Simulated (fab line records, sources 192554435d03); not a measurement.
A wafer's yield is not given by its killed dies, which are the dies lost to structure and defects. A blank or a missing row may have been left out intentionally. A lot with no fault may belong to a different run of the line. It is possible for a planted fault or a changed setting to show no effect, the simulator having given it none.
fab line records + flow n5Finfet
record
- lots=7
- wafers=21
route steps=1938 shown BEOL_M7@1309 BEOL_M8@1335 BEOL_M9@1405
startH: start of the lot's first displayed wafer, in hours after the record's first day + waitH: hours elapsed since this lot's preceding step + " unchanged from the row above + L1.1+2: one row covering several wafers at once + - either no value or no given start + * or withheld: withheld + < > ~ a bound
route shown NAME@n: a module of which the file shows steps, and the number in the route of the first + usual: mean and standard deviation over wafers with no fault + same: alike in all rows + chamber/n: place in a boat + sites: each site's reading + _std_site: standard deviation of those values + _edge_site: the outer-site mean with the inner-site mean subtracted + radiusMm: how far each site lies from the wafer's centre + mask NAME#n: copy n + behind: the most recent tool/chamber to have shaped the wafer + hold: why the lot was held/for how many hours/how that ended + device: whichever transistor did not switch (one of n, p or np) + end of line: the same wafers' tests at the end of the route + where a step has no rows: the recipe by itself + killed: not the wafer's yield, but the dies lost to structure and defects at the first sort + map: a wafer's dies, x killed, . not, _ none there
set.NAME: the run value of the setting; set.NAME@STEP: its run value at that earlier step + model.NAME: the simulator's own value behind a step, which no gauge read
lots with deliberately changed settings; one table per step, one row per wafer
## steps
# step N5_BEOL_M7_ETCH_41
# recipe
- chemistry=CH3F/O2
- target=SiCN
- targetDepthA=319
- taperDeg=2
- timeS=57.8
- ionEnergyEv=120
- maskMaterial=TiN
- pressureMtorr=30
- sourceW=395
- biasW=75
- Ar_flow_sccm=150
- CH3F_flow_sccm=30
- O2_flow_sccm=20
# usual
- rfVppV=298.0/1.4
| lot.wafer | tool       | chamber | startH | waitH | set.biasW | rfVppV | model.etch.depthNm |
|-----------|------------|---------|--------|-------|-----------|--------|--------------------|
| L077.1    | rieDiel-03 | 3       | -      | -     | 84.33     | 319.3  | 22.79              |
| L077.2    | "          | 1       | "      | "     | 84.33     | 321.6  | 23.29              |
| L077.6    | "          | 3       | "      | "     | 84.33     | 320.9  | 22.76              |
| L079.2    | rieDiel-03 | 1       | -      | -     | 64.25     | 269.9  | 20.95              |
| L079.4    | "          | 3       | "      | "     | 75        | 297.8  | 21.68              |
| L079.6    | "          | 3       | "      | "     | 75        | 298.2  | 21.67              |
| L080.3    | rieDiel-04 | 3       | -      | -     | 75        | 292.6  | 21.54              |
| L080.4    | "          | 0       | "      | "     | 82.31     | 316.9  | 22.9               |
| L080.6    | "          | 2       | "      | "     | 75        | 297.6  | 21.74              |
| L081.1    | rieDiel-03 | 2       | -      | -     | 75        | 298.1  | 22.27              |
| L081.2    | "          | 3       | "      | "     | 69.04     | 284.0  | 21.17              |
| L081.3    | "          | 1       | "      | "     | 75        | 298.0  | 22.26              |
| L083.1    | rieDiel-05 | 0       | -      | -     | 75        | 299.0  | 21.82              |
| L083.3    | "          | 3       | "      | "     | 75        | 298.5  | 22.01              |
| L083.6    | "          | 2       | "      | "     | 75        | 300.3  | 21.27              |
| L085.2    | rieDiel-03 | 2       | -      | -     | 75        | 296.7  | 22.14              |
| L085.4    | "          | 3       | "      | "     | 64.11     | 269.3  | 20.62              |
| L085.6    | "          | 1       | "      | "     | 64.11     | 268.2  | 20.82              |
| L096.4    | rieDiel-05 | 2       | -      | -     | 75        | 298.1  | 21.28              |
| L096.5    | "          | 0       | "      | "     | 75        | 297.2  | 21.85              |
| L096.6    | "          | 1       | "      | "     | 75        | 298.1  | 21.66              |
# step N5_BEOL_M7_STRIP_80
# recipe
- chemistry=N2/H2
- timeS=10
- powerW=450
- tempC=40
- pressureMtorr=20
- rfFrequencyHz=6e+07
- biasPowerW=7
- n2FlowSccm=200
- h2FlowSccm=200
# step N5_BEOL_M7_OCD_MEAS_38
# usual
- trenchDepthNm=94.0/1.4
| lot.wafer | tool   | chamber | startH | waitH | set.sourceW@BEOL_M7_TRENCH_ETCH_37 | trenchDepthNm |
|-----------|--------|---------|--------|-------|------------------------------------|---------------|
| L077.1    | ocd-01 | -       | 203.69 | -     | 345                                | 92.2          |
| L077.2    | "      | -       | "      | "     | 345                                | 94.8          |
| L077.6    | "      | -       | "      | "     | 403.8                              | 99.0          |
| L079.2    | ocd-02 | -       | 221.49 | -     | 345                                | 94.5          |
| L079.4    | "      | -       | "      | "     | 345                                | 93.4          |
| L079.6    | "      | -       | "      | "     | 345                                | 91.9          |
| L080.3    | ocd-01 | -       | 225.73 | -     | 391.5                              | 97.0          |
| L080.4    | "      | -       | "      | "     | 345                                | 94.4          |
| L080.6    | "      | -       | "      | "     | 391.5                              | 97.2          |
| L081.1    | ocd-01 | -       | 237.54 | -     | 345                                | 95.3          |
| L081.2    | "      | -       | "      | "     | 395.1                              | 97.8          |
| L081.3    | "      | -       | "      | "     | 395.1                              | 100.0         |
| L083.1    | ocd-01 | -       | 240.08 | -     | 345                                | 94.1          |
| L083.3    | "      | -       | "      | "     | 345                                | 93.2          |
| L083.6    | "      | -       | "      | "     | 306.2                              | 88.4          |
| L085.2    | ocd-01 | -       | 257.27 | -     | 345                                | 93.6          |
| L085.4    | "      | -       | "      | "     | 315.6                              | 88.9          |
| L085.6    | "      | -       | "      | "     | 345                                | 93.6          |
| L096.4    | ocd-02 | -       | 345.74 | -     | 345                                | 90.4          |
| L096.5    | "      | -       | "      | "     | 345                                | 93.3          |
| L096.6    | "      | -       | "      | "     | 345                                | 92.1          |
# step N5_BEOL_M8_PECVD_70
# recipe
- material=SiO2
- targetThkA=200
- tempC=400
- precursor=TEOS/O2
- pressureTorr=5.5
- rfW=450
- teosFlowSccm=53.8
- gas=O2
- flowSccm=3000
- timeS=22.7
| lot.wafer | tool     | chamber | startH | waitH | set.tempC | model.SiO2_of_BEOL_M8_PECVD_70.thkNm |
|-----------|----------|---------|--------|-------|-----------|--------------------------------------|
| L077.1    | pecvd-02 | 1       | 207.73 | 0.0   | 386.2     | 21.4                                 |
| L077.2    | "        | 2       | "      | "     | 400       | 20                                   |
| L077.6    | "        | 2       | "      | "     | 400       | 20.4                                 |
| L079.2    | pecvd-02 | 0       | 224.53 | 0.0   | 408.1     | 18.8                                 |
| L079.4    | "        | 1       | "      | "     | 400       | 19.4                                 |
| L079.6    | "        | 0       | "      | "     | 408.1     | 19                                   |
| L080.3    | pecvd-02 | 0       | 230.58 | 0.0   | 400       | 19.6                                 |
| L080.4+6  | "        | 2,1     | "      | "     | 400       | 19.8                                 |
| L081.1    | pecvd-04 | 1       | 241.21 | 0.0   | 411.7     | 17.8                                 |
| L081.2    | "        | 2       | "      | "     | 411.7     | 17.6                                 |
| L081.3    | "        | 0       | "      | "     | 400       | 19.8                                 |
| L083.1    | pecvd-04 | 1       | 245.92 | 0.0   | 400       | 19.6                                 |
| L083.3    | "        | 2       | "      | "     | 400       | 19.2                                 |
| L083.6    | "        | 0       | "      | "     | 415.3     | 17.8                                 |
| L085.2+6  | pecvd-02 | 0,1     | 261.05 | 0.0   | 400       | 20                                   |
| L085.4    | "        | 0       | "      | "     | 389.9     | 21.8                                 |
| L096.4+5  | pecvd-02 | 1,2     | 350.28 | 0.1   | 400       | 20.2                                 |
| L096.6    | "        | 0       | "      | "     | 400       | 20.6                                 |
# step N5_BEOL_M8_COAT_59
# recipe
- resist=SOC
- tempC=250
- timeS=60
- spinRpm=1500
- resistThkNm=100
| lot.wafer | tool          | chamber | startH | waitH | set.spinRpm | model.SOC_of_BEOL_M8_COAT_59.thkNm |
|-----------|---------------|---------|--------|-------|-------------|------------------------------------|
| L077.1+6  | lithoTrack-04 | 0       | 208.45 | 0.1   | 1500        | 99.8                               |
| L077.2    | "             | 0       | "      | "     | 1546        | 98.2                               |
| L079.2    | lithoTrack-03 | 0       | 225.45 | 0.1   | 1500        | 100.2                              |
| L079.4+6  | "             | 0       | "      | "     | 1500        | 100.4                              |
| L080.3+4  | lithoTrack-01 | 0       | 234.14 | 0.1   | 1500        | 100.2                              |
| L080.6    | "             | 0       | "      | "     | 1620        | 96.6                               |
| L081.1+3  | lithoTrack-01 | 0       | 244.02 | 0.1   | 1421        | 103                                |
| L081.2    | "             | 0       | "      | "     | 1500        | 100.2                              |
| L083.1    | lithoTrack-03 | 0       | 247.59 | 0.1   | 1634        | 96                                 |
| L083.3    | "             | 0       | "      | "     | 1500        | 99.8                               |
| L083.6    | "             | 0       | "      | "     | 1500        | 100.4                              |
| L085.2    | lithoTrack-03 | 0       | 264.88 | 0.1   | 1500        | 100.4                              |
| L085.4    | "             | 0       | "      | "     | 1382        | 104.6                              |
| L085.6    | "             | 0       | "      | "     | 1382        | 104.2                              |
| L096.4    | lithoTrack-04 | 0       | 352.66 | 0.1   | 1500        | 99.2                               |
| L096.5    | "             | 0       | "      | "     | 1500        | 99.6                               |
| L096.6    | "             | 0       | "      | "     | 1500        | 99.4                               |
# step N5_BEOL_M8_COAT_60
# recipe
- resist=SiARC
- tempC=220
- timeS=60
- spinRpm=1500
- resistThkNm=35
# step N5_BEOL_M8_COAT_05
# recipe
- resist=CAR-ArF
- spinRpm=1500
- resistThkNm=90
# step N5_BEOL_M8_DESCUM_16
# recipe
- chemistry=O2
- timeS=7.9
- sourcePowerW=50
- biasPowerW=20
- pressureMtorr=20
- rfFrequencyHz=2.712e+07
- tempC=40
- resist=CAR-ArF
- o2FlowSccm=225
# step N5_BEOL_M8_ETCH_61
# recipe
- chemistry=CF4
- target=SiARC
- targetDepthA=455
- maskMaterial=CAR-ArF
- timeS=75.8
- ionEnergyEv=80
- pressureMtorr=40
- sourceW=545
- biasW=36
- Ar_flow_sccm=100
- cf4FlowSccm=100
- ends=cleared
# step N5_BEOL_M8_ETCH_62
# recipe
- chemistry=N2/H2
- target=SOC
- targetDepthA=1100
- overetchA=220
- maskMaterial=SiARC
- tempC=40
- timeS=165
- ionEnergyEv=200
- pressureMtorr=30
- sourceW=840
- biasW=150
- n2FlowSccm=200
- h2FlowSccm=200
| lot.wafer | tool       | chamber | startH | waitH | set.spinRpm@BEOL_M8_COAT_59 | model.etch.depthNm |
|-----------|------------|---------|--------|-------|-----------------------------|--------------------|
| L077.1    | rieDiel-02 | 0       | 209.02 | 0.0   | 1500                        | 99.84              |
| L077.2    | "          | 1       | "      | "     | 1546                        | 98.15              |
| L077.6    | "          | 2       | "      | "     | 1500                        | 99.78              |
| L079.2+6  | rieDiel-02 | 2,3     | 226.19 | 0.0   | 1500                        | 100.3              |
| L079.4    | "          | 1       | "      | "     | 1500                        | 100.4              |
| L080.3+4  | rieDiel-02 | 2,1     | 234.98 | 0.0   | 1500                        | 100.1              |
| L080.6    | "          | 0       | "      | "     | 1620                        | 96.61              |
| L081.1+3  | rieDiel-01 | 1,3     | 244.75 | 0.0   | 1421                        | 103                |
| L081.2    | "          | 0       | "      | "     | 1500                        | 100.2              |
| L083.1    | rieDiel-02 | 2       | 248.13 | 0.0   | 1634                        | 96.08              |
| L083.3    | "          | 3       | "      | "     | 1500                        | 99.9               |
| L083.6    | "          | 2       | "      | "     | 1500                        | 100.3              |
| L085.2    | rieDiel-01 | 3       | 265.34 | 0.0   | 1500                        | 100.3              |
| L085.4    | "          | 1       | "      | "     | 1382                        | 104.7              |
| L085.6    | "          | 1       | "      | "     | 1382                        | 104.3              |
| L096.4    | rieDiel-06 | 2       | 353.17 | 0.1   | 1500                        | 99.22              |
| L096.5    | "          | 3       | "      | "     | 1500                        | 99.66              |
| L096.6    | "          | 0       | "      | "     | 1500                        | 99.4               |
# step N5_BEOL_M8_STRIP_68
# recipe
- chemistry=N2/H2
- tempC=40
- n2FlowSccm=200
- h2FlowSccm=200
- rfFrequencyHz=6e+07
# step N5_BEOL_M8_STRIP_67
# recipe
- chemistry=CF4
- resist=SiARC
- powerW=300
- biasPowerW=75
- pressureMtorr=50
- cf4FlowSccm=150
- rfFrequencyHz=6e+07
# step N5_BEOL_M8_HM_OPEN_17
# recipe
- chemistry=Cl2/BCl3
- targetDepthA=200
- overetchA=60
- target=TiN
- maskMaterial=SOC
- ionEnergyEv=150
- pressureMtorr=10
- icpW=1000
- biasW=126
- Cl2_flow_sccm=53.25
- bcl3FlowSccm=21.75
- Ar_flow_sccm=25
| lot.wafer  | tool        | chamber | startH | waitH | set.spinRpm@BEOL_M8_COAT_59 | model.SOC_of_BEOL_M8_COAT_59.thkNm |
|------------|-------------|---------|--------|-------|-----------------------------|------------------------------------|
| L077.1     | rieMetal-02 | 0       | 209.21 | 0.0   | 1500                        | 91.8                               |
| L077.2     | "           | 1       | "      | "     | 1546                        | 90.4                               |
| L077.6     | "           | 1       | "      | "     | 1500                        | 92                                 |
| L079.2+4+6 | rieMetal-02 | 1       | 226.38 | 0.0   | 1500                        | 92.6                               |
| L080.3     | rieMetal-02 | 0       | 235.20 | 0.1   | 1500                        | 92                                 |
| L080.4     | "           | 1       | "      | "     | 1500                        | 92.2                               |
| L080.6     | "           | 1       | "      | "     | 1620                        | 88.8                               |
| L081.1+3   | rieMetal-01 | 1       | 244.93 | 0.0   | 1421                        | 95.6                               |
| L081.2     | "           | 0       | "      | "     | 1500                        | 92.2                               |
| L083.1     | rieMetal-02 | 0       | 248.32 | 0.0   | 1634                        | 88.2                               |
| L083.3     | "           | 0       | "      | "     | 1500                        | 92                                 |
| L083.6     | "           | 0       | "      | "     | 1500                        | 92.2                               |
| L085.2     | rieMetal-01 | 1       | 265.52 | 0.0   | 1500                        | 93                                 |
| L085.4     | "           | 0       | "      | "     | 1382                        | 96.4                               |
| L085.6     | "           | 0       | "      | "     | 1382                        | 96.2                               |
| L096.4+6   | rieMetal-02 | 0       | 353.37 | 0.1   | 1500                        | 91.2                               |
| L096.5     | "           | 0       | "      | "     | 1500                        | 91.6                               |
# step N5_BEOL_M8_STRIP_19
# recipe
- chemistry=O2
- powerW=400
- tempC=40
- pressureMtorr=30
- rfFrequencyHz=6e+07
- biasPowerW=0
- overashFraction=0.2
- o2FlowSccm=225
# step N5_BEOL_M8_STRIP_80
# recipe
- chemistry=N2/H2
- timeS=10
- powerW=450
- tempC=40
- pressureMtorr=20
- rfFrequencyHz=6e+07
- biasPowerW=7
- n2FlowSccm=200
- h2FlowSccm=200
# step N5_BEOL_M8_HM_STRIP_39
# recipe
- chemistry=peroxideTinStrip
- material=TiN
- targetDepthA=250
- tempC=50
- timeS=158
| lot.wafer | tool        | chamber | startH | waitH | set.tempC@BEOL_M8_PECVD_70 | model.SiO2_of_BEOL_M8_PECVD_70.thkNm |
|-----------|-------------|---------|--------|-------|----------------------------|--------------------------------------|
| L077.1    | wetBench-02 | 0       | 211.99 | 0.0   | 386.2                      | 21.2                                 |
| L077.2    | "           | 7       | "      | "     | 400                        | 19.8                                 |
| L077.6    | "           | 1       | "      | "     | 400                        | 20.2                                 |
| L079.2    | wetBench-02 | 1       | 228.59 | 0.0   | 408.1                      | 18.6                                 |
| L079.4    | "           | 7       | "      | "     | 400                        | 19.4                                 |
| L079.6    | "           | 2       | "      | "     | 408.1                      | 18.8                                 |
| L080.3    | wetBench-06 | 5       | 237.40 | 0.0   | 400                        | 19.4                                 |
| L080.4+6  | "           | 0,1     | "      | "     | 400                        | 19.6                                 |
| L081.1    | wetBench-02 | 1       | 247.49 | 0.0   | 411.7                      | 17.6                                 |
| L081.2    | "           | 0       | "      | "     | 411.7                      | 17.4                                 |
| L081.3    | "           | 2       | "      | "     | 400                        | 19.6                                 |
| L083.1    | wetBench-02 | 7       | 250.08 | 0.0   | 400                        | 19.4                                 |
| L083.3    | "           | 4       | "      | "     | 400                        | 19                                   |
| L083.6    | "           | 3       | "      | "     | 415.3                      | 17.8                                 |
| L085.2    | wetBench-06 | 7       | 266.97 | 0.0   | 400                        | 20                                   |
| L085.4    | "           | 1       | "      | "     | 389.9                      | 21.6                                 |
| L085.6    | "           | 2       | "      | "     | 400                        | 19.8                                 |
| L096.4+5  | wetBench-01 | 4,5     | 355.83 | 0.0   | 400                        | 20                                   |
| L096.6    | "           | 3       | "      | "     | 400                        | 20.4                                 |
# step N5_BEOL_M9_HM_DEP_02
# recipe
- material=TiN
- targetThkA=200
- tempC=25
- chamberPressurePa=0.49996
| lot.wafer | tool          | chamber | startH | waitH | set.targetThkA | model.TiN_of_BEOL_M9_HM_DEP_02.thkNm |
|-----------|---------------|---------|--------|-------|----------------|--------------------------------------|
| L077.1+6  | pvdSputter-02 | -       | 215.86 | 0.0   | 200            | 19.8                                 |
| L077.2    | "             | -       | "      | "     | 200            | 20                                   |
| L079.2    | pvdSputter-03 | -       | 234.33 | 2.1   | 200            | 20.2                                 |
| L079.4    | "             | -       | "      | "     | 200            | 20                                   |
| L079.6    | "             | -       | "      | "     | 189            | 19                                   |
| L080.3    | pvdSputter-03 | -       | 243.99 | 2.6   | 200            | 19.6                                 |
| L080.4+6  | "             | -       | "      | "     | 200            | 20.2                                 |
| L081.1    | pvdSputter-01 | -       | 253.72 | 1.0   | 179.3          | 17.8                                 |
| L081.2    | "             | -       | "      | "     | 200            | 19.6                                 |
| L081.3    | "             | -       | "      | "     | 200            | 20                                   |
| L083.1+6  | pvdSputter-01 | -       | 254.52 | 1.0   | 200            | 20.4                                 |
| L083.3    | "             | -       | "      | "     | 214.8          | 21.8                                 |
| L085.2    | pvdSputter-01 | -       | 270.94 | 0.5   | 200            | 20                                   |
| L085.4+6  | "             | -       | "      | "     | 200            | 20.2                                 |
| L096.4+5  | pvdSputter-02 | -       | 359.39 | 0.4   | 200            | 20.4                                 |
| L096.6    | "             | -       | "      | "     | 200            | 20                                   |
## key
split
- step=N5_BEOL_M7_ETCH_41
- setting=biasW
- stated=75
- by=wafer
response
- step=N5_BEOL_M7_ETCH_41
- reading=rfVppV
- change=+1.97
- per=1%
- r=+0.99
response
- step=N5_BEOL_M7_ETCH_41
- reading=model.etch.depthNm
- change=+0.0903
- per=1%
- r=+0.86
split
- step=N5_BEOL_M8_PECVD_70
- setting=tempC
- stated=400
- by=wafer
response
- step=N5_BEOL_M8_PECVD_70
- reading=model.SiO2_of_BEOL_M8_PECVD_70.thkNm
- change=-0.482
- per=1%
- r=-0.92
response
- step=N5_BEOL_M8_HM_STRIP_39
- reading=model.SiO2_of_BEOL_M8_PECVD_70.thkNm
- change=-0.469
- per=1%
- r=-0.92
split
- step=N5_BEOL_M8_COAT_59
- setting=spinRpm
- stated=1500
- by=wafer
response
- step=N5_BEOL_M8_COAT_59
- reading=model.SOC_of_BEOL_M8_COAT_59.thkNm
- change=-0.48
- per=1%
- r=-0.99
response
- step=N5_BEOL_M8_ETCH_62
- reading=model.etch.depthNm
- change=-0.479
- per=1%
- r=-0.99
response
- step=N5_BEOL_M8_HM_OPEN_17
- reading=model.SOC_of_BEOL_M8_COAT_59.thkNm
- change=-0.452
- per=1%
- r=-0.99
split
- step=N5_BEOL_M9_HM_DEP_02
- setting=targetThkA
- stated=200
- by=wafer
response
- step=N5_BEOL_M9_HM_DEP_02
- reading=model.TiN_of_BEOL_M9_HM_DEP_02.thkNm
- change=+0.193
- per=1%
- r=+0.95
split outsideThisFile step=N5_BEOL_M7_TRENCH_ETCH_37 setting=sourceW
# split outsideThisFile: this setting was split too, and the file shows its column; the key of that split is in another file
